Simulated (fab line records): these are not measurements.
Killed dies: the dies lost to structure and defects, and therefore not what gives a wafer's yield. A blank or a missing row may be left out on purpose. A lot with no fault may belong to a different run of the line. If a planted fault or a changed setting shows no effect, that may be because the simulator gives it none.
fab line records    flow nandHarc
record: lots: 7  wafers: 21  lastDay: 24
route steps=1159 shown A_CONTACT@921
lots with no fault: from the same line, run without faults
startH: start of the lot's first displayed wafer, in hours after the record's first day    waitH: hours elapsed since this lot's preceding step    " as in the row above    L1.1+2: a row that stands for several wafers    - value missing, or start not given    * or withheld: withheld    < > ~ a bound
route shown NAME@n: NAME is a module with steps in the file, n the number in the route of the first one    usual: mean/standard deviation of fault-free wafers    same: alike in all rows    chamber/n: place in a boat    sites: each site's reading    _std_site: standard deviation across them    _edge_site: mean of outer sites minus mean of inner sites    radiusMm: how far each site lies from the wafer's centre    mask NAME#n: copy n    behind: tool/chamber where the wafer was last shaped    hold: what put the lot on hold/how long, in hours/how the hold closed    device: transistor that didn't switch, given as n, p or np    end of line: tests of these same wafers at the route's end    a step without rows: its recipe alone    killed: count of dies lost to structure and defects at first sort (not the wafer's yield)    map: a wafer's dies, x killed, . not, _ none there
set.NAME: the setting that was run; set.NAME@STEP: the one run at that earlier step    model.NAME: the simulator's own value behind a step, which no gauge read
a table for each step, a row for each wafer; lots at some steps of the route
services: when a tool's chamber went out of use (startH, in hours from the record's first day, below 0 if earlier), for how many hours, and the reason
== steps ==
step: NHARC_A_CONTACT_STRIP_82
recipe: o2FlowSccm: 500  arFlowSccm: 0  biasW: 0  chemistry: O2
usual: drypumpMotorCurrentA: 5.7/0.34  o2FlowSccm: 500.1/1.5  oesProductAu: 1.003/0.0069  rfVppV: 57.9/0.94  showerheadPlenumPTorr: 3.59/0.16  throttleValvePct: 17.037/0.0094
lot.wafer  tool        chamber  startH  waitH  drypumpMotorCurrentA  o2FlowSccm  oesProductAu  rfHoursCounterH  rfVppV  showerheadPlenumPTorr  throttleValvePct
L315.2     rieDiel-11  1        -       -      5.6                   500.9       1.007         1                58.0    3.73                   17.040
L315.1     "           2        "       "      5.8                   501.8       1.014         1                57.5    3.34                   17.052
L315.6     "           1        "       "      5.6                   502.0       1.004         -                58.6    3.73                   17.030
L314.4     rieDiel-01  1        -       -      5.7                   500.9       1.013         29               58.0    3.55                   17.046
L314.1     "           2        "       "      6.7                   502.3       0.995         28               58.3    3.50                   17.036
L314.5     "           1        "       "      5.6                   500.0       1.014         -                57.3    3.55                   17.039
L329.4     rieDiel-11  0        -       -      5.6                   500.7       1.001         21               57.6    3.69                   17.031
L329.1     "           1        "       "      5.6                   501.8       0.995         20               58.0    3.72                   17.046
L329.6     "           0        "       "      5.6                   499.4       1.008         -                59.6    3.69                   17.027
L328.3     rieDiel-01  1        -       -      5.7                   501.0       1.007         60               57.0    3.53                   17.042
L328.1     "           3        "       "      6.2                   500.2       1.000         62               58.8    3.65                   17.023
L328.6     "           2        "       "      6.6                   500.6       1.002         -                59.4    3.49                   17.037
L333.1     rieDiel-11  3        -       -      5.8                   500.3       0.994         23               58.8    3.55                   17.025
L333.4     "           1        "       "      5.6                   502.8       0.998         20               58.5    3.72                   17.026
L333.5     "           2        "       "      5.8                   500.8       1.001         -                55.9    3.33                   17.029
L332.2     rieDiel-12  3        -       -      5.4                   500.3       1.014         33               56.8    3.75                   17.043
L332.3     "           2        "       "      4.9                   499.5       1.005         33               58.9    3.79                   17.036
L332.5     "           0        "       "      5.5                   499.9       1.005         -                59.6    3.75                   17.013
L337.4     rieDiel-11  0        -       -      5.6                   498.7       1.004         27               58.6    3.69                   17.034
L337.1     "           2        "       "      5.8                   501.6       1.006         29               57.1    3.32                   17.024
L337.6     "           1        "       "      5.6                   500.0       0.999         -                57.3    3.72                   17.055
step: NHARC_A_CONTACT_STRIP_83
recipe: timeS: 600  tempC: 30  chemistry: postEtchResidueRemover
step: NHARC_A_CONTACT_DEP_84
recipe: targetThkA: 20000  tempC: 400  material: aC
usual: throttleValvePct: 35.000/0.0089
lot.wafer  tool       chamber  startH  waitH  throttleValvePct
L315.1     aclDep-01  0        382.27  -      35.000
L315.2     "          0        "       "      35.004
L315.6     "          0        "       "      35.009
L314.1     aclDep-03  0        387.51  -      35.013
L314.4     "          0        "       "      34.990
L314.5     "          0        "       "      35.016
L329.1     aclDep-02  0        481.76  -      34.978
L329.4     "          0        "       "      34.987
L329.6     "          0        "       "      34.998
L328.1     aclDep-03  0        486.10  -      34.991
L328.3     "          0        "       "      34.984
L328.6     "          0        "       "      34.998
L333.1     aclDep-02  0        488.53  -      34.998
L333.4     "          0        "       "      34.996
L333.5     "          0        "       "      34.998
L332.2     aclDep-02  0        493.70  -      35.013
L332.3     "          0        "       "      35.003
L332.5     "          0        "       "      34.982
L337.1     aclDep-03  0        522.03  -      34.992
L337.4     "          0        "       "      35.006
L337.6     "          0        "       "      34.992
step: NHARC_A_CONTACT_DEP_85
recipe: targetThkA: 500  targetThkNm: 50  tempC: 400  pressureTorr: 3.5  flowSccm: 200  rfW: 350  material: SiON
usual: heaterPowerW: 758/62  showerheadVppV: 1135/56
lot.wafer  tool      chamber  startH  waitH  heaterPowerW  showerheadVppV
L315.1     pecvd-01  1        383.76  1.3    679           1189
L315.2     "         2        "       "      678           1020
L315.6     "         2        "       "      694           1017
L314.1     pecvd-02  2        388.84  1.1    796           1167
L314.5     "         0        "       "      630           1178
L314.4     "         1        "       "      753           1163
L329.1     pecvd-04  2        483.06  1.1    792           1189
L329.6     "         1        "       "      758           1167
L329.4     "         0        "       "      723           1119
L328.1     pecvd-02  1        487.38  1.1    846           1154
L328.3     "         2        "       "      810           1169
L328.6     "         2        "       "      797           1159
L333.1     pecvd-02  1        489.79  1.0    777           1148
L333.5     "         2        "       "      761           1166
L333.4     "         0        "       "      730           1164
L332.2     pecvd-04  2        494.75  0.8    839           1162
L332.3     "         0        "       "      798           1105
L332.5     "         2        "       "      825           1182
L337.1     pecvd-01  1        523.46  1.2    801           1163
L337.4     "         0        "       "      771           1073
L337.6     "         1        "       "      834           1180
step: NHARC_A_CONTACT_DEHYDRATE_00
recipe: tempC: 150  timeS: 120
step: NHARC_A_CONTACT_HMDS_01
recipe: timeS: 30
step: NHARC_A_CONTACT_COAT_86
recipe: tempC: 260  timeS: 75
step: NHARC_A_CONTACT_COAT_87
recipe: tempC: 225  timeS: 65
step: NHARC_A_CONTACT_COAT_02
recipe: spinRpm: 1500  resistThkNm: 90
step: NHARC_A_CONTACT_SOFTBAKE_03
recipe: tempC: 105  timeS: 55
step: NHARC_A_CONTACT_EBR_04
step: NHARC_A_CONTACT_EXPOSE_05
recipe: na: 1.35  sigmaOuter: 0.8  doseMj: 84.24  maskId: A_CC
step: NHARC_A_CONTACT_PEB_06
recipe: pebTempC: 100  pebTimeS: 65
usual: chillPlateTempC: 22.99/0.093  exhaustPa: 45.0/0.81
lot.wafer  tool           chamber  startH  waitH  chillPlateTempC  exhaustPa
L315.1     lithoTrack-04  0        384.38  0.1    22.91            44.4
L315.2     "              0        "       "      22.89            44.7
L315.6     "              0        "       "      23.09            44.1
L314.1     lithoTrack-04  0        389.42  0.1    22.96            45.0
L314.4     "              0        "       "      23.14            46.3
L314.5     "              0        "       "      22.90            44.7
L329.1     lithoTrack-04  -        483.55  0.1    -                -
L329.4     "              -        "       "      -                -
L329.6     "              -        "       "      -                -
L328.1     lithoTrack-06  -        488.02  0.1    -                -
L328.3     "              -        "       "      -                -
L328.6     "              -        "       "      -                -
L333.1     lithoTrack-01  0        490.30  0.1    22.96            44.3
L333.4     "              0        "       "      23.05            45.9
L333.5     "              0        "       "      23.12            43.5
L332.2     lithoTrack-06  -        495.39  0.1    -                -
L332.3     "              -        "       "      -                -
L332.5     "              -        "       "      -                -
L337.1     lithoTrack-01  0        524.05  0.1    22.80            44.1
L337.4     "              0        "       "      23.08            43.9
L337.6     "              0        "       "      22.90            43.8
step: NHARC_A_CONTACT_DEVELOP_07
recipe: developTimeS: 35  devTempC: 23
== services ==
tool           chamber  startH  hours  kind
pecvd-04       -        358.27  0.8    repair
rieDiel-11     -        366.53  9.0    pm
pecvd-01       1        367.07  10.4   repair
rieDiel-01     -        370.63  0.4    repair
pecvd-04       -        376.32  13.0   pm
rieDiel-12     -        379.62  9.0    pm
pecvd-04       2        396.96  4.9    repair
aclDep-03      -        405.00  13.0   pm
aclDep-01      -        406.40  1.5    repair
pecvd-01       -        418.19  13.0   pm
pecvd-04       -        422.61  2.7    repair
pecvd-04       -        429.73  3.8    repair
rieDiel-01     -        437.94  0.2    repair
rieDiel-11     0        441.10  3.3    repair
lithoTrack-01  -        443.00  7.0    pm
pecvd-02       2        443.88  5.0    repair
rieDiel-11     1        454.41  2.5    repair
lithoTrack-06  -        467.00  7.0    pm
aclDep-01      -        475.26  13.0   pm
rieDiel-01     0        490.11  22.5   repair
lithoTrack-04  -        491.00  7.0    pm
rieDiel-01     -        491.99  9.0    pm
rieDiel-11     0        500.70  10.5   repair
pecvd-02       -        515.04  13.0   pm
== key ==
firstSign: step: NHARC_A_CONTACT_PEB_06  reading: toolRecord  direction: missing
effect none on later readings
metAt NHARC_A_CONTACT_PEB_06
struckWafers L328.1,L328.3,L328.6,L329.1,L329.4,L329.6,L332.2,L332.3,L332.5
laterRowsLeftOut L328.1,L328.3,L328.6,L329.1,L329.4,L329.6,L332.2,L332.3,L332.5
sortLeftOut L328.1,L328.3,L328.6,L329.1,L329.4,L329.6,L332.2,L332.3,L332.5
testerLeftOut L328,L329,L332
onsetBetween 389.42 483.55
fault: kind: skippedStepWhole  tool: lithoTrack-04,lithoTrack-06  chamber: -  onsetH: 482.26  steps: NHARC_A_CONTACT_PEB_06  scope: struckLotsOnly
testerLeftOut: of these lots the tester's yield and bins aren't shown, on N5 and GAA mostly nor the transistor test; their killed dies are dies lost to structure and defects alone, not to doping, threshold or leakage, so they don't give the yield
sortLeftOut: the simulated sort isn't trusted on such a fault, so these wafers' sort isn't shown, and their yield isn't known
laterRowsLeftOut: the simulator's readings of these wafers behind a module that went badly wrong aren't trusted and aren't shown, but for the sort
